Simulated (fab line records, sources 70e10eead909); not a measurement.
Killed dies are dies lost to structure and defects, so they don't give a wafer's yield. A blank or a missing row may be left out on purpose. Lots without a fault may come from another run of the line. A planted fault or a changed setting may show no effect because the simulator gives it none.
fab line records | flow nand_harc
record lots=13 wafers=39 last_day=34
route steps=1302 shown P_M1@303 P_M2@325
lots that met no fault: from a run of the same line without faults
start_h: hours from the record's first day to the start of the lot's first wafer shown | wait_h: hours since the lot's step before | " the same as in the row above | L1.1+2: a row that stands for several wafers | - no value, or no start given | * or withheld: withheld | < > ~ a bound
route shown NAME@n: a module of which the file shows steps, and the number in the route of the first | usual: mean/standard deviation of fault-free wafers | same: alike in all rows | chamber/n: place in a boat | sites: the reading at each site | _std_site: their standard deviation | _edge_site: outer sites' mean less inner sites' | radius_mm: how far each site lies from the wafer's centre | mask NAME#n: copy n | behind: the tool/chamber that last shaped the wafer | hold: why the lot was held/for how many hours/how that ended | device: the transistor (n, p or np) that didn't switch | end of line: the same wafers' tests at the end of the route | a step without rows: its recipe alone | killed: dies lost to structure and defects at the first sort, not the wafer's yield | map: a wafer's dies, x killed, . not, _ none there
set.NAME: the setting as run; set.NAME@STEP: as run at that earlier step | model.NAME: the simulator's own value behind a step, which no gauge read
steps of the route over a sample of lots; a table a step, a row a wafer
services: from which hour (start_h, from the record's first day; less than 0 if before it) a tool's chamber was out of use, for how many hours, and why
## steps
# step NHARC_P_M1_ETCH_28
# recipe target_depth_a=300 over_etch_frac=0.3 time_s=72.99 ion_energy_ev=150 cf4_flow_sccm=50 n2_flow_sccm=100 ar_flow_sccm=150 rf_w=300 bias_w=100 chemistry=CF4/N2
# usual cf4_flow_sccm=50.01/0.14 drypump_motor_current_A=5.8/0.48 oes_product_au=1.000/0.012 rf_vpp_V=313.5/1.6 showerhead_plenum_p_Torr=2.60/0.081 throttle_valve_pct=19.794/0.0083
# columns lot.wafer tool chamber start_h wait_h cf4_flow_sccm drypump_motor_current_A oes_product_au rf_hours_counter_h rf_vpp_V showerhead_plenum_p_Torr throttle_valve_pct
L884.2 rie_diel-11 0 - - 49.82 6.3 1.000 13 313.4 2.60 19.788
L884.1 " 1 " " 50.04 5.6 1.006 13 313.6 2.48 19.799
L884.4 " 3 " " 49.94 5.8 0.987 14 311.6 2.54 19.786
L887.3 rie_diel-12 0 - - 49.96 5.1 1.000 4 314.2 2.71 19.797
L887.2 " 2 " " 50.23 6.2 0.991 3 314.5 2.54 19.820
L887.1 " 3 " " 49.80 6.5 1.014 4 314.6 2.66 19.807
L888.2 rie_diel-11 3 - - 50.08 5.9 0.996 26 311.8 2.54 19.788
L888.1 " 0 " " 50.36 6.3 1.009 25 313.6 2.60 19.802
L888.4 " 2 " " 50.19 5.3 0.997 26 313.4 2.56 19.799
L889.2 rie_diel-11 2 - - 49.97 5.3 1.017 36 314.3 2.56 19.792
L889.5 " 2 " " 49.96 5.3 0.994 - 314.2 2.56 19.792
L889.6 " 0 " " 49.75 6.4 1.006 - 314.3 2.59 19.797
L890.3 rie_diel-12 1 - - 49.89 6.2 1.015 7 314.0 2.61 19.800
L890.4 " 3 " " 50.12 6.5 1.024 6 313.4 2.66 19.788
L890.5 " 1 " " 50.30 6.1 1.011 - 313.4 2.61 19.810
L891.1 rie_diel-11 0 - - 49.77 6.4 1.004 42 314.3 2.59 19.800
L891.3 " 2 " " 49.96 5.3 0.996 41 312.7 2.55 19.788
L891.5 " 0 " " 50.02 6.4 1.007 - 312.9 2.59 19.799
L892.1 rie_diel-12 2 - - 50.01 6.2 0.989 8 313.4 2.53 19.798
L892.4 " 3 " " 49.83 6.5 1.024 7 316.4 2.66 19.799
L892.5 " 2 " " 50.12 6.1 0.989 - 312.6 2.53 19.803
L894.2 rie_diel-10 1 - - 50.10 5.1 0.985 15 313.8 2.57 19.793
L894.6 " 2 " " 50.10 5.3 0.997 - 316.3 2.77 19.789
L894.5 " 3 " " 49.78 6.0 1.003 - 314.1 2.55 19.806
L893.2 rie_diel-12 3 - - 50.16 6.5 1.028 7 316.3 2.66 19.789
L893.4 " 0 " " 49.84 5.1 1.004 7 314.7 2.71 19.801
L893.3 " 1 " " 50.05 6.1 1.004 8 314.5 2.61 19.792
L895.1 rie_diel-12 0 - - 50.27 5.1 0.999 8 315.8 2.71 19.785
L895.2 " 2 " " 50.06 6.2 0.985 9 312.9 2.53 19.781
L895.4 " 3 " " 49.75 6.5 1.024 8 313.3 2.66 19.805
L899.3 rie_diel-12 0 - - 50.20 5.1 0.993 0 316.2 2.71 19.811
L899.4 " 2 " " 50.04 6.2 1.003 0 312.5 2.53 19.792
L899.6 " 0 " " 50.31 5.1 1.000 - 316.0 2.71 19.792
L906.2 rie_diel-10 0 - - 50.04 6.0 0.989 9 312.8 2.57 19.767
L906.5 " 0 " " 50.01 6.0 0.980 - 313.4 2.57 19.809
L906.4 " 2 " " 49.79 5.3 0.998 - 315.8 2.77 19.791
L907.4 rie_diel-11 3 - - 49.79 5.9 0.997 29 311.4 2.51 19.793
L907.1 " 0 " " 50.17 6.4 1.000 28 312.8 2.57 19.801
L907.3 " 1 " " 50.01 5.6 1.005 32 309.3 2.45 19.798
# step NHARC_P_M2_EXPOSE_06
# recipe na=1.35 target_cd_nm=170 dose_mj=80.78 mask_id=P_M2
# usual exposure_dose_mJ_cm2=80.68/0.082
# columns lot.wafer tool chamber start_h wait_h mask exposure_dose_mJ_cm2
L884.1 arfi_scanner-02 0 138.50 - P_M2#0 80.78
L884.2 " 0 " " P_M2#0 80.78
L884.4 " 0 " " P_M2#0 80.68
L887.1 arfi_scanner-03 0 159.93 - P_M2#0 80.70
L887.2 " 0 " " P_M2#0 80.69
L887.3 " 0 " " P_M2#0 80.57
L888.1 arfi_scanner-03 0 170.13 - P_M2#0 80.91
L888.2 " 0 " " P_M2#0 80.87
L888.4 " 0 " " P_M2#0 80.78
L889.2 arfi_scanner-01 0 195.04 - P_M2#0 80.63
L889.5 " 0 " " P_M2#0 80.67
L889.6 " 0 " " P_M2#0 80.74
L890.3 arfi_scanner-01 0 207.17 - P_M2#0 80.70
L890.4 " 0 " " P_M2#0 80.63
L890.5 " 0 " " P_M2#0 80.69
L891.1 arfi_scanner-01 0 213.48 - P_M2#0 80.71
L891.3 " 0 " " P_M2#0 80.70
L891.5 " 0 " " P_M2#0 80.64
L892.1 arfi_scanner-02 0 216.36 - P_M2#0 80.66
L892.4 " 0 " " P_M2#0 80.62
L892.5 " 0 " " P_M2#0 80.64
L894.2 arfi_scanner-02 0 228.54 - P_M2#0 80.69
L894.5 " 0 " " P_M2#0 80.73
L894.6 " 0 " " P_M2#0 80.65
L893.2 arfi_scanner-03 0 230.10 - P_M2#0 80.67
L893.3 " 0 " " P_M2#0 80.80
L893.4 " 0 " " P_M2#0 80.66
L895.1 arfi_scanner-01 0 246.19 - P_M2#0 80.58
L895.2 " 0 " " P_M2#0 80.72
L895.4 " 0 " " P_M2#0 80.64
L899.3 arfi_scanner-02 0 284.64 - P_M2#0 76.58
L899.4 " 0 " " P_M2#0 76.43
L899.6 " 0 " " P_M2#0 76.49
L906.2 arfi_scanner-01 0 349.85 - P_M2#0 80.57
L906.4 " 0 " " P_M2#0 80.51
L906.5 " 0 " " P_M2#0 80.74
L907.1 arfi_scanner-03 0 357.56 - P_M2#0 80.49
L907.3 " 0 " " P_M2#0 80.48
L907.4 " 0 " " P_M2#0 80.59
# step NHARC_P_M2_CD_MEAS_09
# recipe target_cd_nm=170 landing_energy_ev=500
# usual cd_nm=169.9/0.58
# columns lot.wafer tool chamber start_h wait_h cd_nm
L884.1 cd_sem-01 0 138.64 - 169.1
L884.2 " 0 " " 169.4
L884.4 " 0 " " 169.4
L887.1 cd_sem-01 0 160.07 - 169.4
L887.2 " 0 " " 170.0
L887.3 " 0 " " 169.6
L888.1 cd_sem-01 0 170.28 - 171.1
L888.2 " 0 " " 170.8
L888.4 " 0 " " 170.3
L889.2 cd_sem-02 0 195.18 - 170.1
L889.5 " 0 " " 170.3
L889.6 " 0 " " 169.4
L890.3 cd_sem-03 0 207.31 - 169.4
L890.4 " 0 " " 169.9
L890.5 " 0 " " 169.2
L891.1 cd_sem-02 0 213.62 - 169.4
L891.3 " 0 " " 169.6
L891.5 " 0 " " 170.4
L892.1 cd_sem-02 0 216.50 - 170.4
L892.4 " 0 " " 170.6
L892.5 " 0 " " 170.3
L894.2 cd_sem-03 0 228.68 - 169.7
L894.5 " 0 " " 169.1
L894.6 " 0 " " 170.4
L893.2 cd_sem-01 0 230.23 - 170.0
L893.3 " 0 " " 170.6
L893.4 " 0 " " 169.8
L895.1 cd_sem-02 0 246.33 - 170.7
L895.2 " 0 " " 170.3
L895.4 " 0 " " 170.6
L899.3 cd_sem-03 0 284.78 - 169.5
L899.4 " 0 " " 194.3
L899.6 " 0 " " 199.0
L906.2 cd_sem-03 0 349.99 - 169.6
L906.4 " 0 " " 169.6
L906.5 " 0 " " 170.1
L907.1 cd_sem-02 0 357.70 - 169.4
L907.3 " 0 " " 170.9
L907.4 " 0 " " 170.2
# step NHARC_P_M2_INSPECT_11
# usual raw_defect_count=5/3
# columns lot.wafer tool chamber start_h wait_h raw_defect_count
L884.1 defect_inspect-01 - 138.76 0.0 2
L884.2 " - " " 4
L884.4 " - " " 9
L887.1 defect_inspect-01 - 160.19 0.0 7
L887.2 " - " " 5
L887.3 " - " " 8
L888.1 defect_inspect-02 - 170.40 0.0 5
L888.2 " - " " 8
L888.4 " - " " 1
L889.2 defect_inspect-02 - 195.30 0.0 5
L889.5 " - " " 3
L889.6 " - " " 8
L890.3 defect_inspect-02 - 207.43 0.0 12
L890.4 " - " " 11
L890.5 " - " " 4
L891.1 defect_inspect-02 - 213.75 0.0 2
L891.3 " - " " 6
L891.5 " - " " 6
L892.1 defect_inspect-01 - 216.62 0.0 2
L892.4 " - " " 2
L892.5 " - " " 7
L894.2 defect_inspect-01 - 228.80 0.0 1
L894.5 " - " " 5
L894.6 " - " " 4
L893.2 defect_inspect-01 - 230.36 0.0 6
L893.3 " - " " 6
L893.4 " - " " 9
L895.1 defect_inspect-01 - 246.45 0.0 2
L895.2 " - " " 6
L895.4 " - " " 7
L899.3 defect_inspect-01 - 284.90 0.0 5
L899.4 " - " " 8
L899.6 " - " " 10
L906.2 defect_inspect-01 - 350.11 0.0 17
L906.4 " - " " 13
L906.5 " - " " 8
L907.1 defect_inspect-01 - 357.82 0.0 4
L907.3 " - " " 5
L907.4 " - " " 4
# step NHARC_P_M2_ETCH_15
# recipe target_depth_a=1825 time_s=91.2 c4f8_flow_sccm=withheld ar_flow_sccm=400 rf_w=600 bias_w=300 chemistry=C4F8/Ar
# usual oes_product_au=0.948/0.022 rf_vpp_V=440.5/2.7
# columns lot.wafer tool chamber start_h wait_h oes_product_au rf_hours_counter_h rf_vpp_V
L884.1 rie_diel-09 2 - - 0.940 6.7 443.1
L884.4 " 3 " " 0.975 6.8 440.4
L884.2 " 0 " " 0.991 7.1 441.2
L887.1 rie_diel-09 0 - - 0.982 0.4 439.2
L887.2 " 1 " " 0.960 0.4 445.0
L887.3 " 2 " " 0.955 0.3 443.3
L888.2 rie_diel-09 3 - - 0.967 0.5 440.8
L888.1 " 0 " " 0.978 0.6 440.2
L888.4 " 1 " " 0.966 0.6 445.0
L889.2 rie_diel-09 3 - - 0.961 1.8 440.7
L889.6 " 1 " " 0.964 - 445.3
L889.5 " 2 " " 0.964 - 444.1
L890.3 rie_diel-04 1 - - 0.961 1.9 438.7
L890.4 " 3 " " 0.970 - 442.5
L890.5 " 1 " " 0.949 - 439.6
L891.3 rie_diel-13 1 - - 0.913 1.6 438.7
L891.1 " 2 " " 0.926 1.7 438.9
L891.5 " 1 " " 0.913 - 437.4
L892.4 rie_diel-09 2 - - 0.977 3.0 445.1
L892.1 " 1 " " 0.942 3.3 444.7
L892.5 " 3 " " 0.975 - 440.9
L894.2 rie_diel-04 1 - - 0.923 2.6 438.6
L894.6 " 2 " " 0.919 - 436.8
L894.5 " 3 " " 0.926 - 442.4
L893.2 rie_diel-09 1 - - 0.944 3.4 444.5
L893.4 " 2 " " 0.963 3.2 443.0
L893.3 " 3 " " 0.969 3.0 439.7
L895.2 rie_diel-09 2 - - 0.935 4.1 442.3
L895.1 " 0 " " 0.936 3.4 439.7
L895.4 " 0 " " 0.930 - 440.0
L899.3 rie_diel-04 3 - - 0.928 8.1 444.1
L899.4 " 1 " " 0.923 7.0 439.9
L899.6 " 2 " " 0.928 - 437.7
L906.2 rie_diel-09 1 - - 0.962 1.0 445.1
L906.4 " 3 " " 0.994 0.6 440.5
L906.5 " 0 " " 0.978 - 440.9
L907.1 rie_diel-13 0 - - 0.964 0.2 436.9
L907.3 " 1 " " 0.959 0.3 438.7
L907.4 " 3 " " 0.978 0.3 437.3
## services
# columns tool chamber start_h hours kind
rie_diel-12 0 116.86 7.5 repair
arfi_scanner-02 - 140.00 4.0 pm
rie_diel-09 - 143.10 9.0 pm
rie_diel-12 3 165.12 2.9 repair
rie_diel-11 3 189.91 5.3 repair
arfi_scanner-03 - 196.39 4.0 pm
arfi_scanner-03 - 200.83 2.6 repair
arfi_scanner-02 - 204.97 4.2 repair
rie_diel-09 - 219.84 3.3 repair
rie_diel-09 3 232.31 15.8 repair
rie_diel-09 0 240.68 4.2 repair
rie_diel-11 3 247.73 3.7 repair
arfi_scanner-01 - 252.00 4.0 pm
rie_diel-11 0 252.34 2.6 repair
rie_diel-12 2 254.69 1.7 repair
rie_diel-11 - 255.53 9.0 pm
rie_diel-12 - 268.40 9.0 pm
rie_diel-09 3 301.95 3.1 repair
arfi_scanner-02 - 311.81 1.0 repair
rie_diel-09 - 316.00 0.7 repair
rie_diel-12 2 318.46 9.1 repair
rie_diel-09 - 320.10 9.0 pm
rie_diel-09 3 329.33 16.3 repair
arfi_scanner-01 - 356.05 0.6 repair
## key
first_sign step=NHARC_P_M2_EXPOSE_06 reading=exposure_dose_mJ_cm2 direction=down sigmas=51 usual=80.68 struck=76.50
effect step=NHARC_P_M2_CD_MEAS_09 reading=cd_nm direction=up sigmas=31 usual=169.9 struck=187.6 wafers_moved=2 through=control_loop
met_at NHARC_P_M2_EXPOSE_06
struck_lots L899
sort_left_out L899.3,L899.4,L899.6
loop_trim step=NHARC_P_M2_EXPOSE_06 setting=dose lots=L899
not_acting_at NHARC_P_M1_ETCH_28,NHARC_P_M2_INSPECT_11,NHARC_P_M2_ETCH_15
onset_between 228.54 284.64
fault kind=process_parameter_drift tool=arfi_scanner-02 chamber=- onset_h=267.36 steps=NHARC_P_M2_EXPOSE_06 channel=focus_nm offset=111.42 spread_by_wafer=0.3 shape=step end_h=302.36
# sort_left_out: the simulated sort isn't trusted on such a fault, so these wafers' sort isn't shown, and their yield isn't known
# loop_trim: a control loop set the setting to another value than it would have without faults
